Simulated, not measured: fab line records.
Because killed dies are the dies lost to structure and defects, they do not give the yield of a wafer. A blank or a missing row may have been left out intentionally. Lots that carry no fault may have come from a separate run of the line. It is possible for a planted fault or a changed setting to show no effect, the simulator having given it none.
Which of the tools did it?	flow nandHarc	39 wafers from 13 lots sampled at 5 of the route's 1159 steps

WHAT EACH GAUGE READ, for each wafer
NHARC_THIN_TSV_CD_MEAS_37.
lot	measured	on	cdNm (nm)
L272	day 18 22:41	cdSem-01	4997.6 4997.2 4999.3
L274	day 19 10:40	cdSem-03	5001.3 4998.7 5000.5
L273	day 19 00:20	cdSem-03	4997.9 4998.5 4999.9
L276	day 19 11:51	cdSem-03	4999.9 4997.5 4997.9
L275	day 19 13:16	cdSem-03	4999.8 5001.6 4999.7
L277	day 20 07:20	cdSem-01	5001.6 5000.5 5002.0
L278	day 20 22:50	cdSem-03	5003.0 5002.8 5002.7
L286	day 22 13:35	cdSem-01	5000.0 4997.8 4998.5
L288	day 22 22:14	cdSem-03	5002.1 5001.2 5002.2
L291	day 24 03:19	cdSem-03	4996.7 4994.6 4996.0
L289	day 23 08:51	cdSem-01	5001.0 5002.0 5000.1
L292	day 24 03:35	cdSem-02	5001.4 5001.6 5003.0
L295	day 24 12:20	cdSem-03	4998.5 4996.7 4997.2

NHARC_END_SORT_01.
lot	measured	on	killedAtArray	killedAtOther	killedAtPeriphery	killedDies	killedOpen	killedShort
L272	day 19 07:01	prober-01	18 15 15	0 0 2	3 5 3	21 20 20	3 3 2	4 0 3
L274	day 20 04:15	prober-02	19 23 22	0 0 0	2 3 0	21 26 22	1 3 4	1 1 3
L273	day 19 06:15	prober-02	30 19 24	2 1 1	1 1 1	33 21 26	4 4 3	2 0 4
L276	day 19 23:21	prober-01	25 19 23	2 0 0	1 2 0	28 21 23	4 5 2	1 2 2
L275	day 19 19:38	prober-02	27 23 17	1 2 1	5 4 7	33 29 25	4 1 6	1 2 2
L277	day 20 14:37	prober-01	35 34 32	1 1 1	2 1 3	38 36 36	3 0 1	4 0 4
L278	day 21 04:48	prober-01	31 38 30	1 1 3	5 5 4	37 44 37	1 0 3	2 1 4
L286	day 22 23:06	prober-01	13 18 11	0 1 1	3 1 0	16 20 12	5 6 4	2 2 0
L288	day 23 05:43	prober-02	138 107 104	2 1 1	1 1 1	141 109 106	2 2 0	3 2 1
L291	day 24 11:34	prober-02	26 23 34	1 1 1	4 2 3	31 26 38	3 1 7	3 0 3
L289	day 23 20:26	prober-01	97 132 108	0 0 0	2 3 2	99 135 110	4 6 1	5 1 3
L292	day 24 10:43	prober-01	34 29 28	2 2 2	3 2 2	39 33 32	2 1 3	2 8 1
L295	day 25 03:11	prober-02	32 51 47	0 0 0	5 6 6	37 57 53	0 3 2	1 5 1

WHICH TOOL RAN EACH LOT (tool, then ch and the chambers of the sampled wafers, then the start)
lot	NHARC_A_STAIRCASE_ETCH_236	NHARC_THIN_TSV_DEP_47	NHARC_THIN_TSV_ETCHBACK_48
L272	rieDiel-04 ch 0,1, day 11 07:43	pecvd-02 ch 0,1,2, day 18 17:11	rieDiel-08 ch 0,1,3, day 18 17:38
L274	rieDiel-04 ch 2,3, day 11 16:23	pecvd-03 ch 0,1, day 19 05:14	rieDiel-08 ch 0,2, day 19 05:38
L273	rieDiel-04 ch 0,1,2, day 11 17:23	pecvd-02 ch 1,2, day 18 18:25	rieDiel-10 ch 0,1,3, day 18 18:48
L276	rieDiel-12 ch 1,2, day 12 03:49	pecvd-01 ch 0,1,2, day 19 06:18	rieDiel-10 ch 1,2,3, day 19 06:47
L275	rieDiel-04 ch 0,2,3, day 12 05:46	pecvd-02 ch 0,1, day 19 07:47	rieDiel-08 ch 0,2,3, day 19 08:14
L277	rieDiel-04 ch 0,2,3, day 12 14:16	pecvd-03 ch 0,1,2, day 20 00:39	rieDiel-10 ch 0,1,3, day 20 01:03
L278	rieDiel-11 ch 0,1,3, day 12 19:50	pecvd-03 ch 1,2, day 20 15:36	rieDiel-08 ch 2,3, day 20 16:00
L286	rieDiel-04 ch 0,1,2, day 15 03:00	pecvd-03 ch 1,2, day 22 06:28	rieDiel-10 ch 0,1,3, day 22 06:52
L288	rieDiel-04 ch 0,1,3, day 15 08:39	pecvd-01 ch 0,1,2, day 22 16:30	rieDiel-10 ch 0,1,2, day 22 16:54
L291	rieDiel-11 ch 0,3, day 15 20:05	pecvd-02 ch 0,1, day 23 19:27	rieDiel-08 ch 0,2, day 23 19:48
L289	rieDiel-04 ch 2,3, day 15 21:14	pecvd-02 ch 0,1,2, day 23 03:15	rieDiel-13 ch 1,2,3, day 23 03:35
L292	rieDiel-12 ch 2,3, day 15 21:47	pecvd-02 ch 0,1, day 23 19:41	rieDiel-13 ch 1,3, day 23 20:07
L295	rieDiel-11 ch 1,2, day 17 01:27	pecvd-02 ch 0,2, day 24 06:21	rieDiel-08 ch 0,1, day 24 06:47
- NHARC_A_STAIRCASE_ETCH_236: etches the open film in C4F8/O2, target depth 100 nm, time 40.5 s.
- NHARC_THIN_TSV_DEP_47: deposits SiO2, target thk 200 nm.
- NHARC_THIN_TSV_ETCHBACK_48: etches the open film in C4F8/Ar, target depth 1028.5 nm, time 405.17 s.

AS READ BY THE TOOLS THEMSELVES (means over the sampled wafers that have a number; for cases with no such wafer, the mark the record gives instead)
NHARC_A_STAIRCASE_ETCH_236.
lot	tool	biasW (W)	oesProductAu (a.u.)	rfVppV (V)
L272	rieDiel-04	1003	0.948	889
L274	rieDiel-04	995	0.941	896
L273	rieDiel-04	1001	0.946	892
L276	rieDiel-12	1001	0.927	892
L275	rieDiel-04	998	0.939	894
L277	rieDiel-04	998	0.930	894
L278	rieDiel-11	1000	0.953	893
L286	rieDiel-04	1001	0.944	890
L288	rieDiel-04	999	0.941	893
L291	rieDiel-11	997	0.955	897
L289	rieDiel-04	1000	0.951	897
L292	rieDiel-12	1000	0.939	899
L295	rieDiel-11	1000	0.927	897

NHARC_THIN_TSV_DEP_47.
lot	tool	flowSccm (sccm)	throttleValvePct (%)
L272	pecvd-02	2653	16.4
L274	pecvd-03	2652	15.9
L273	pecvd-02	2661	16.4
L276	pecvd-01	2653	15.7
L275	pecvd-02	2646	16.4
L277	pecvd-03	2657	16.1
L278	pecvd-03	2648	16.5
L286	pecvd-03	2644	16.3
L288	pecvd-01	2665	16.2
L291	pecvd-02	2647	15.9
L289	pecvd-02	2646	16.1
L292	pecvd-02	2642	16.0
L295	pecvd-02	2653	16.0

NHARC_THIN_TSV_ETCHBACK_48.
lot	tool	biasW (W)	oesProductAu (a.u.)	rfVppV (V)
L272	rieDiel-08	300.1	0.93	546.7
L274	rieDiel-08	300.1	0.93	544.7
L273	rieDiel-10	300.0	0.97	543.7
L276	rieDiel-10	299.7	0.91	543.9
L275	rieDiel-08	299.3	0.93	544.8
L277	rieDiel-10	299.7	0.96	543.3
L278	rieDiel-08	299.7	0.92	542.2
L286	rieDiel-10	299.3	0.91	544.3
L288	rieDiel-10	299.4	0.93	543.9
L291	rieDiel-08	301.1	0.93	544.7
L289	rieDiel-13	299.3	0.93	545.6
L292	rieDiel-13	299.4	1.01	548.6
L295	rieDiel-08	301.3	0.93	546.3

THE ANSWER, worked out from the rows above alone
Rule: the lots themselves supply what counts as usual. The widest of any qualifying gaps counts: lots, ordered by their means at a reading, are off when they make up no more than a third of the lots, leave a main group of 4 or more, and stand apart from it by 3 or more times the standard deviation of that group's means. The tables above print the reading to a certain number of digits; a main group whose means all agree to those digits is not used. Also off: a lot with no number at a reading for which 4 or more lots have one. All remaining lots with rows at the step are treated as sound. After the gauges, taken in route order, come the tools' own readings; for these a lot's mean is taken, as printed above. At the first step where some lot is off, the reading lying furthest off is the one used; lots without a number count as furthest.
Off, at NHARC_END_SORT_01 on killedAtArray: L288, L289. Main group: mean 26, sd 8.1.
If a tool, at a process step before that reading, ran all the lots that are off and no sound lot after the first of them, it fits. Gauges at NHARC_END_SORT_01: tried the same way as those tools. One fits: rieDiel-04 at NHARC_A_STAIRCASE_ETCH_236. Its last sound lot is L286 (day 15 03:00), its first lot that is off L288 (day 15 08:39): a fault that began between those two fits.

WHAT WAS PUT IN BY THE SIMULATOR
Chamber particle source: rieDiel-04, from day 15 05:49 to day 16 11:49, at NHARC_A_STAIRCASE_ETCH_236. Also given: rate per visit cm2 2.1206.
Lots struck among those shown: L288, L289. This agrees with what the rule above found.
